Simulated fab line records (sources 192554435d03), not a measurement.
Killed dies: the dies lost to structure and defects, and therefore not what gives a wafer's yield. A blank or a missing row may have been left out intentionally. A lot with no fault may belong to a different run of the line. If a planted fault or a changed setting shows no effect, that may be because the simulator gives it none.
The tool behind it: which one?	flow n5 finfet	Sampling: 11 lots, 33 wafers, 2 of 1938 route steps

WHAT THE GAUGES READ, wafer by wafer
N5_BEOL_M10_CD_MEAS_18: pitch 140 nm, target cd 70 nm.
lot	measured	on	cd nm (nm)
L931	day 11 01:16	cd sem-03	67.9 70.2 69.1
L935	day 12 00:33	cd sem-03	69.6 70.4 69.9
L934	day 12 00:57	cd sem-01	70.3 71.6 70.6
L936	day 12 04:16	cd sem-02	69.7 70.2 71.2
L938	day 12 13:44	cd sem-01	71.0 70.5 70.7
L937	day 12 13:53	cd sem-01	68.5 68.5 70.2
L939	day 12 18:17	cd sem-02	69.8 69.6 70.3
L941	day 13 09:37	cd sem-03	69.7 70.3 70.8
L942	day 13 17:35	cd sem-01	71.9 70.0 71.0
L944	day 14 12:10	cd sem-01	69.2 71.5 70.9
L948	day 15 02:10	cd sem-02	69.1 68.9 69.5

N5_BEOL_M10_INSPECT_30: inspects for defects (brightfield).
lot	measured	on	raw defect count
L931	day 11 03:04	defect inspect-02	275 540 399
L935	day 12 01:08	defect inspect-02	381 356 414
L934	day 12 01:17	defect inspect-01	420 410 276
L936	day 12 05:18	defect inspect-01	319 273 236
L938	day 12 16:40	defect inspect-02	323 377 351
L937	day 12 16:30	defect inspect-02	295 410 346
L939	day 12 18:58	defect inspect-01	480 456 368
L941	day 13 10:05	defect inspect-02	383 476 427
L942	day 13 18:47	defect inspect-02	364 303 496
L944	day 14 14:02	defect inspect-01	428 420 342
L948	day 15 04:17	defect inspect-01	275 256 334

TOOL THAT RAN EACH LOT (tool first, then ch and the chambers of the sampled wafers, then the start)
Record: no process step prior to these readings.

AS READ BY THE TOOLS THEMSELVES (means over the sampled wafers that have a number; for cases with no such wafer, the mark the record gives instead)
The record holds no such reading with a usual standard deviation.

THE ANSWER, worked out from the rows above alone
Rule: the usual values come from the lots themselves. The widest of any qualifying gaps counts: lots, ordered by their means at a reading, are off when they make up no more than a third of the lots, leave a main group of 4 or more, and stand apart from it by 3 or more times the standard deviation of that group's means. A main group whose means are all the same, to the digits that the tables above print for the reading, isn't used. Also off: a lot with no number at a reading for which 4 or more lots have one. Where the step has rows for the other lots, those lots are counted as sound. Order of review: gauges by route order, followed by the tools' own readings, for which a lot's mean as printed above is used. The first step at which some lot is off is used, and at that step the reading that is off furthest; a lot without a number counts as furthest.
No lot is off at any reading shown: from this, nothing can be told.

WHAT THE SIMULATOR HAD PUT IN
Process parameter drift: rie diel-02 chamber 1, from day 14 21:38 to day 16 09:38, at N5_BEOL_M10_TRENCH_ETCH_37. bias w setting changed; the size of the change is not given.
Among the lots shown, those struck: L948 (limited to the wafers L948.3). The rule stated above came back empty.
